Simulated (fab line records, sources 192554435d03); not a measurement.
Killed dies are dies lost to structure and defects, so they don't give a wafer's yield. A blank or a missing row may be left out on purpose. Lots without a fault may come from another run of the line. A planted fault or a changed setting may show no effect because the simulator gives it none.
Chamber matching | flow n5_finfet | N5_FIN_SAQP_SPACER1_ALD_24 on ald_sin-01: 4 sister chambers
The step deposits SiO2, target thk 20.3 nm, pulse time 1 s, purge time 2 s. 18 wafers are shown with their chamber, then 9 later ones without.

WAFERS WITH THEIR CHAMBER
wafer  | chamber | heater_power_w (W) | precursor_pulse_height_rel
L074.2 | 3       | 518                | 1.002
L074.3 | 1       | 391                | 0.996
L074.4 | 0       | 440                | 1.028
L077.3 | 2       | 430                | 0.996
L077.5 | 0       | 441                | 1.032
L077.6 | 3       | 509                | 1.040
L079.1 | 2       | 447                | 0.995
L079.3 | 3       | 521                | 1.003
L079.5 | 3       | 517                | 1.002
L082.1 | 0       | 444                | 0.993
L082.3 | 1       | 390                | 0.989
L082.5 | 0       | 442                | 0.997
L083.2 | 1       | 396                | 0.992
L083.5 | 3       | 520                | 0.989
L083.6 | 2       | 436                | 1.014
L090.1 | 3       | 510                | 0.979
L090.2 | 2       | 428                | 0.986
L090.3 | 0       | 438                | 0.999

SIGNATURES (means of the wafers above)
reading                    | chamber 0 | chamber 1 | chamber 2 | chamber 3 | scatter within a chamber
heater_power_w             | 441.00    | 392.33    | 435.25    | 515.83    | 5.28
precursor_pulse_height_rel | 1.00980   | 0.99233   | 0.99775   | 1.00250   | 0.0168
Rule: a wafer's distance from a chamber is the root of the sum, over the readings, of the square of ((its reading less the chamber's mean) divided by the reading's scatter). The wafer belongs to the nearest chamber; if the next one is less than 2 further off, it can't be placed. The scatter: the root of (the sum of the squares of (reading less its chamber's mean) over the shown wafers, divided by (wafers less chambers)).

WAFERS WITHOUT THEIR CHAMBER
wafer  | heater_power_w (W) | precursor_pulse_height_rel
L092.4 | 435                | 1.020
L092.5 | 411                | 0.990
L092.6 | 439                | 0.981
L094.1 | 426                | 0.993
L094.2 | 410                | 0.990
L094.3 | 496                | 0.997
L097.1 | 430                | 0.986
L097.3 | 438                | 0.992
L097.6 | 520                | 0.977

WHICH CHAMBER EACH WENT THROUGH
wafer  | from the rows above     | in truth
L092.4 | can't be placed: 0 or 2 | 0
L092.5 | can't be placed: 1 or 2 | 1
L092.6 | can't be placed: 2 or 0 | 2
L094.1 | can't be placed: 2 or 0 | 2
L094.2 | can't be placed: 1 or 2 | 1
L094.3 | 3                       | 3
L097.1 | can't be placed: 2 or 0 | 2
L097.3 | can't be placed: 2 or 0 | 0
L097.6 | 3                       | 3
Placed correctly: 2 of 9. Can't be placed from these rows: 7 (the true chamber is among the candidates in 7). Placed wrongly: 0.
